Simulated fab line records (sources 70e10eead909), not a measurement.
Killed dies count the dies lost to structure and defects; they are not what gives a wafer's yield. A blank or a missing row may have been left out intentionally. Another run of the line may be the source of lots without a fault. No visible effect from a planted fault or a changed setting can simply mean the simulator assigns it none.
The tool behind it: which one?	flow nandHarc	72 wafers from 24 lots sampled at 6 of the route's 1302 steps

## WHAT EACH GAUGE READ, for each wafer
NHARC_P_M1_INSPECT_27.
lot	measured	on	rawDefectCount
L074	day 6 12:18	defectInspect-01	392 380 227
L075	day 6 17:23	defectInspect-02	214 218 290
L076	day 7 11:35	defectInspect-01	224 254 515
L077	day 7 20:46	defectInspect-02	175 245 174
L078	day 7 23:55	defectInspect-01	421 217 343
L079	day 8 19:07	defectInspect-02	563 163 178
L080	day 9 06:09	defectInspect-01	216 348 229
L081	day 9 13:01	defectInspect-02	424 422 605
L082	day 9 19:38	defectInspect-01	378 277 332
L083	day 10 09:23	defectInspect-01	241 327 324
L084	day 10 18:20	defectInspect-02	310 547 413
L085	day 11 08:29	defectInspect-01	202 168 224
L086	day 11 08:48	defectInspect-02	309 293 225
L087	day 12 06:02	defectInspect-01	148 189 283
L088	day 12 06:53	defectInspect-02	150 279 201
L090	day 12 21:05	defectInspect-02	462 241 250
L089	day 12 20:50	defectInspect-01	248 228 189
L091	day 13 13:41	defectInspect-01	320 167 310
L092	day 13 23:59	defectInspect-01	369 425 180
L093	day 14 01:20	defectInspect-02	327 363 403
L094	day 14 14:52	defectInspect-02	347 349 239
L095	day 14 20:10	defectInspect-02	389 297 243
L096	day 15 13:01	defectInspect-02	202 273 246
L097	day 15 21:13	defectInspect-02	231 284 255

## WHICH TOOL RAN EACH LOT (tool, then ch and the chambers of the sampled wafers, then the start)
lot	NHARC_P_GATE_STRIP_76	NHARC_P_GATE_DESCUM_93	NHARC_P_GATE_RTA_80	NHARC_P_CONTACT_ETCH_31	NHARC_P_M0_DEP_32
L074	plasmaAsher-01 ch 0, day 5 19:51	rieDiel-07 ch 0,2, day 5 20:56	rtpAnneal-01 ch 0, day 5 23:11	rieDiel-04 ch 0,1,2, day 6 08:26 or earlier	pecvd-01 ch 0,1,2, day 6 08:26
L075	plasmaAsher-02 ch 0,1, day 6 00:40	rieDiel-06 ch 1,2,3, day 6 01:43	rtpAnneal-01 ch 0, day 6 04:01	rieDiel-01 ch 0,1, day 6 13:14 or earlier	pecvd-04 ch 0,1,2, day 6 13:14
L076	plasmaAsher-02 ch 0,1, day 6 18:53	rieDiel-06 ch 0,1, day 6 20:01	rtpAnneal-01 ch 0, day 6 22:18	rieDiel-04 ch 0,3, day 7 07:32 or earlier	pecvd-03 ch 1,2, day 7 07:32
L077	plasmaAsher-02 ch 0,1, day 7 04:02	rieDiel-07 ch 1,2,3, day 7 05:08	rtpAnneal-01 ch 0, day 7 07:38	rieDiel-04 ch 1,2,3, day 7 16:50 or earlier	pecvd-04 ch 0,1,2, day 7 16:50
L078	plasmaAsher-02 ch 0,1, day 7 06:46	rieDiel-07 ch 0,1, day 7 07:51	rtpAnneal-01 ch 0, day 7 10:07	rieDiel-04 ch 2,3, day 7 20:04 or earlier	pecvd-01 ch 1,2, day 7 20:04
L079	plasmaAsher-02 ch 0,1, day 8 02:30	rieDiel-10 ch 0,1,3, day 8 03:36	rtpAnneal-02 ch 0, day 8 05:51	rieDiel-01 ch 1,2,3, day 8 15:11 or earlier	pecvd-04 ch 0,2, day 8 15:11
L080	plasmaAsher-02 ch 0,1, day 8 12:32	rieDiel-10 ch 1,2,3, day 8 13:30	rtpAnneal-02 ch 0, day 8 15:52	rieDiel-04 ch 0,1,2, day 8 19:03	pecvd-01 ch 0,1,2, day 9 01:44
L081	plasmaAsher-02 ch 0,1, day 8 20:29	rieDiel-06 ch 1,2, day 8 21:34	rtpAnneal-02 ch 0, day 8 23:49	rieDiel-12 ch 0,2, day 9 09:01 or earlier	pecvd-03 ch 0,1,2, day 9 09:01
L082	plasmaAsher-01 ch 0,1, day 9 03:22	rieDiel-06 ch 0,1,2, day 9 04:20	rtpAnneal-02 ch 0, day 9 06:34	rieDiel-01 ch 0,2,3, day 9 15:47 or earlier	pecvd-04 ch 1,2, day 9 15:47
L083	plasmaAsher-01 ch 0,1, day 9 16:31	rieDiel-06 ch 0,2,3, day 9 17:37	rtpAnneal-02 ch 0, day 9 19:50	rieDiel-04 ch 0,2,3, day 10 05:22 or earlier	pecvd-03 ch 0,1,2, day 10 05:22
L084	plasmaAsher-02 ch 0,1, day 10 02:04	rieDiel-06 ch 1,2, day 10 03:01	rtpAnneal-01 ch 0, day 10 05:15	rieDiel-12 ch 1,2, day 10 14:31 or earlier	pecvd-01 ch 0,1, day 10 14:31
L085	plasmaAsher-02 ch 0,1, day 10 14:32	rieDiel-07 ch 0,1,2, day 10 15:37	rtpAnneal-02 ch 0, day 10 17:52	rieDiel-04 ch 1,3, day 11 03:12 or earlier	pecvd-03 ch 0,1, day 11 03:12
L086	plasmaAsher-01 ch 0,1, day 10 15:02	rieDiel-06 ch 0,2, day 10 16:07	rtpAnneal-02 ch 0, day 10 18:22	rieDiel-01 ch 0,2,3, day 11 04:16 or earlier	pecvd-04 ch 1,2, day 11 04:16
L087	plasmaAsher-01 ch 0,1, day 11 13:20	rieDiel-06 ch 0,2,3, day 11 14:23	rtpAnneal-01 ch 0, day 11 16:49	rieDiel-01 ch 1,2,3, day 12 02:09 or earlier	pecvd-04 ch 0,1, day 12 02:09
L088	plasmaAsher-01 ch 0,1, day 11 13:57	rieDiel-10 ch 0,2,3, day 11 14:56	rtpAnneal-01 ch 0, day 11 17:35	rieDiel-01 ch 1,3, day 12 02:49 or earlier	pecvd-01 ch 0,1, day 12 02:49
L090	plasmaAsher-02 ch 0,1, day 12 03:18	rieDiel-10 ch 0,3, day 12 04:14	rtpAnneal-02 ch 0, day 12 06:33	rieDiel-04 ch 1,2, day 12 16:41 or earlier	pecvd-03 ch 0,2, day 12 16:41
L089	plasmaAsher-01 ch 0,1, day 12 04:12	rieDiel-07 ch 0,1,3, day 12 05:17	rtpAnneal-01 ch 0, day 12 07:31	rieDiel-01 ch 0,1,2, day 12 16:43 or earlier	pecvd-01 ch 1,2, day 12 16:43
L091	plasmaAsher-01 ch 0,1, day 12 20:46	rieDiel-06 ch 0,1,2, day 12 21:44	rtpAnneal-01 ch 0, day 13 00:08	rieDiel-12 ch 0,1,3, day 13 09:14 or earlier	pecvd-01 ch 1,2, day 13 09:14
L092	plasmaAsher-02 ch 0,1, day 13 07:23	rieDiel-06 ch 1,2,3, day 13 08:27	rtpAnneal-02 ch 0, day 13 10:45	rieDiel-04 ch 2,3, day 13 20:02 or earlier	pecvd-01 ch 0,1,2, day 13 20:02
L093	plasmaAsher-02 ch 0,1, day 13 08:46	rieDiel-06 ch 0,1,3, day 13 09:53	rtpAnneal-01 ch 0, day 13 12:07	rieDiel-12 ch 0,1, day 13 21:22 or earlier	pecvd-01 ch 0,1, day 13 21:22
L094	plasmaAsher-01 ch 0,1, day 13 21:55	rieDiel-10 ch 2,3, day 13 22:52	rtpAnneal-02 ch 0, day 14 01:11	rieDiel-01 ch 0,1,2, day 14 10:22 or earlier	pecvd-04 ch 0,1,2, day 14 10:22
L095	plasmaAsher-01 ch 0, day 14 03:48	rieDiel-06 ch 0,1,2, day 14 04:46	rtpAnneal-01 ch 0, day 14 07:02	rieDiel-04 ch 1,3, day 14 16:08 or earlier	pecvd-04 ch 0,1,2, day 14 16:08
L096	plasmaAsher-01 ch 0,1, day 14 20:35	rieDiel-07 ch 2,3, day 14 21:38	rtpAnneal-01 ch 0, day 14 23:56	rieDiel-04 ch 0,1,3, day 15 09:03 or earlier	pecvd-04 ch 0,2, day 15 09:03
L097	plasmaAsher-01 ch 0,1, day 15 04:28	rieDiel-06 ch 0,1,2, day 15 05:26	rtpAnneal-02 ch 0, day 15 07:43	rieDiel-04 ch 0,1,2, day 15 17:12 or earlier	pecvd-04 ch 0,2, day 15 17:12
- NHARC_P_GATE_STRIP_76: strips in O2.
- NHARC_P_GATE_DESCUM_93: chemistry O2, time 3 s.
- NHARC_P_GATE_RTA_80: time 30 s.
- NHARC_P_CONTACT_ETCH_31: etches the open film in CH3F/O2, target depth 30 nm, time 85.7 s.
- NHARC_P_M0_DEP_32: deposits SiCN, target thk 30 nm.

## AS READ BY THE TOOLS THEMSELVES (means over the sampled wafers that have a number; for cases with no such wafer, the mark the record gives instead)
NHARC_P_GATE_STRIP_76.
lot	tool	drypumpMotorCurrentA (A)	heaterPowerW (W)
L074	plasmaAsher-01	5.76	346
L075	plasmaAsher-02	5.69	338
L076	plasmaAsher-02	5.68	339
L077	plasmaAsher-02	5.69	336
L078	plasmaAsher-02	5.69	336
L079	plasmaAsher-02	5.70	337
L080	plasmaAsher-02	5.64	343
L081	plasmaAsher-02	5.67	344
L082	plasmaAsher-01	5.85	348
L083	plasmaAsher-01	5.85	349
L084	plasmaAsher-02	5.65	350
L085	plasmaAsher-02	5.67	339
L086	plasmaAsher-01	5.94	362
L087	plasmaAsher-01	5.86	354
L088	plasmaAsher-01	5.95	361
L090	plasmaAsher-02	5.64	363
L089	plasmaAsher-01	5.97	366
L091	plasmaAsher-01	5.96	360
L092	plasmaAsher-02	5.64	370
L093	plasmaAsher-02	5.65	369
L094	plasmaAsher-01	5.87	350
L095	plasmaAsher-01	5.74	336
L096	plasmaAsher-01	5.83	354
L097	plasmaAsher-01	5.85	352

NHARC_P_GATE_DESCUM_93.
lot	tool	drypumpMotorCurrentA (A)	oesProductAu (a.u.)	rfVppV (V)	showerheadPlenumPTorr (Torr)	throttleValvePct (%)
L074	rieDiel-07	6.0	1.010	58.0	1.92	11.299
L075	rieDiel-06	5.8	0.996	58.3	2.01	11.311
L076	rieDiel-06	5.3	1.010	57.6	2.03	11.309
L077	rieDiel-07	5.6	1.004	57.8	1.91	11.308
L078	rieDiel-07	6.3	1.003	58.2	1.99	11.316
L079	rieDiel-10	5.4	1.003	57.8	1.90	11.315
L080	rieDiel-10	5.4	1.004	57.0	1.86	11.310
L081	rieDiel-06	5.8	1.006	58.6	1.96	11.314
L082	rieDiel-06	5.6	1.000	58.2	2.00	11.311
L083	rieDiel-06	5.8	0.995	57.5	2.00	11.313
L084	rieDiel-06	5.5	0.994	58.2	2.01	11.311
L085	rieDiel-07	6.0	1.009	57.4	1.93	11.303
L086	rieDiel-06	5.9	1.010	58.2	1.95	11.310
L087	rieDiel-06	5.8	1.001	57.0	2.00	11.324
L088	rieDiel-10	5.5	1.004	58.7	1.88	11.310
L090	rieDiel-10	5.5	1.003	57.1	1.88	11.317
L089	rieDiel-07	5.9	1.001	57.6	1.97	11.309
L091	rieDiel-06	5.6	1.003	59.1	1.99	11.306
L092	rieDiel-06	5.7	1.000	57.8	2.01	11.315
L093	rieDiel-06	5.5	0.999	57.4	2.04	11.306
L094	rieDiel-10	5.5	0.998	57.6	1.83	11.305
L095	rieDiel-06	5.6	0.999	57.6	1.99	11.314
L096	rieDiel-07	5.6	1.006	57.9	1.89	11.307
L097	rieDiel-06	5.6	1.002	59.5	1.99	11.307

NHARC_P_GATE_RTA_80.
lot	tool	wafer_temp_C_max
L074	rtpAnneal-01	301.8
L075	rtpAnneal-01	302.0
L076	rtpAnneal-01	302.4
L077	rtpAnneal-01	302.2
L078	rtpAnneal-01	302.2
L079	rtpAnneal-02	301.5
L080	rtpAnneal-02	301.0
L081	rtpAnneal-02	301.1
L082	rtpAnneal-02	301.5
L083	rtpAnneal-02	301.2
L084	rtpAnneal-01	301.8
L085	rtpAnneal-02	300.9
L086	rtpAnneal-02	301.3
L087	rtpAnneal-01	302.6
L088	rtpAnneal-01	302.0
L090	rtpAnneal-02	301.4
L089	rtpAnneal-01	301.9
L091	rtpAnneal-01	302.0
L092	rtpAnneal-02	301.2
L093	rtpAnneal-01	302.2
L094	rtpAnneal-02	301.5
L095	rtpAnneal-01	302.1
L096	rtpAnneal-01	302.0
L097	rtpAnneal-02	301.2

NHARC_P_CONTACT_ETCH_31.
lot	tool	drypumpMotorCurrentA (A)	oesProductAu (a.u.)	rfVppV (V)	showerheadPlenumPTorr (Torr)	throttleValvePct (%)
L074	rieDiel-04	5.5	0.975	244.3	2.50	20.671
L075	rieDiel-01	6.1	0.983	246.0	2.54	20.665
L076	rieDiel-04	5.1	0.978	244.6	2.50	20.666
L077	rieDiel-04	5.7	0.984	244.3	2.47	20.660
L078	rieDiel-04	5.9	0.956	245.8	2.51	20.660
L079	rieDiel-01	6.2	0.994	243.4	2.41	20.670
L080	rieDiel-04	5.5	1.003	244.7	2.50	20.665
L081	rieDiel-12	6.1	0.986	245.8	2.58	20.663
L082	rieDiel-01	6.0	0.977	245.7	2.52	20.671
L083	rieDiel-04	5.7	0.956	245.8	2.54	20.664
L084	rieDiel-12	6.2	0.959	244.1	2.50	20.662
L085	rieDiel-04	5.2	0.958	243.3	2.37	20.669
L086	rieDiel-01	6.0	0.963	245.8	2.52	20.655
L087	rieDiel-01	6.1	0.988	244.3	2.41	20.664
L088	rieDiel-01	6.3	0.965	242.8	2.35	20.676
L090	rieDiel-04	5.5	0.973	243.6	2.43	20.658
L089	rieDiel-01	6.1	0.978	245.2	2.49	20.663
L091	rieDiel-12	6.1	0.990	243.8	2.44	20.666
L092	rieDiel-04	6.2	0.980	246.1	2.57	20.667
L093	rieDiel-12	6.1	0.964	244.4	2.47	20.664
L094	rieDiel-01	6.1	0.977	244.9	2.49	20.659
L095	rieDiel-04	5.4	0.987	244.7	2.40	20.662
L096	rieDiel-04	5.2	0.982	244.5	2.43	20.659
L097	rieDiel-04	5.5	0.982	244.0	2.50	20.668

NHARC_P_M0_DEP_32.
lot	tool	chamberPressureTorr (Torr)	heaterPowerW (W)
L074	pecvd-01	3.000	526
L075	pecvd-04	2.997	582
L076	pecvd-03	3.007	561
L077	pecvd-04	3.000	589
L078	pecvd-01	2.988	656
L079	pecvd-04	2.995	618
L080	pecvd-01	3.000	588
L081	pecvd-03	2.996	543
L082	pecvd-04	3.000	573
L083	pecvd-03	3.005	561
L084	pecvd-01	2.998	488
L085	pecvd-03	2.997	537
L086	pecvd-04	3.003	630
L087	pecvd-04	2.998	662
L088	pecvd-01	3.002	522
L090	pecvd-03	2.996	517
L089	pecvd-01	2.998	614
L091	pecvd-01	3.003	612
L092	pecvd-01	2.997	574
L093	pecvd-01	2.997	549
L094	pecvd-04	2.999	662
L095	pecvd-04	3.001	643
L096	pecvd-04	3.001	623
L097	pecvd-04	2.997	609

## THE ANSWER, worked out from the rows above alone
Rule: what is usual is taken from the lots themselves. Put in order of their means at a reading, lots are off if they are a third of the lots or fewer, leave a main group of 4 or more, and stand apart from it by a gap of 3 or more times the standard deviation of the main group's means; of several such gaps the widest counts. The tables above print the reading to a certain number of digits; a main group whose means all agree to those digits is not used. Also off: a lot with no number at a reading for which 4 or more lots have one. All remaining lots with rows at the step are treated as sound. First the gauges in route order, then the tools' own readings, where a lot's mean is used as printed above. At the first step where some lot is off, the reading lying furthest off is the one used; lots without a number count as furthest.
No lot is off on any of the readings shown, so nothing can be concluded from this.

## WHAT HAD BEEN PUT IN BY THE SIMULATOR
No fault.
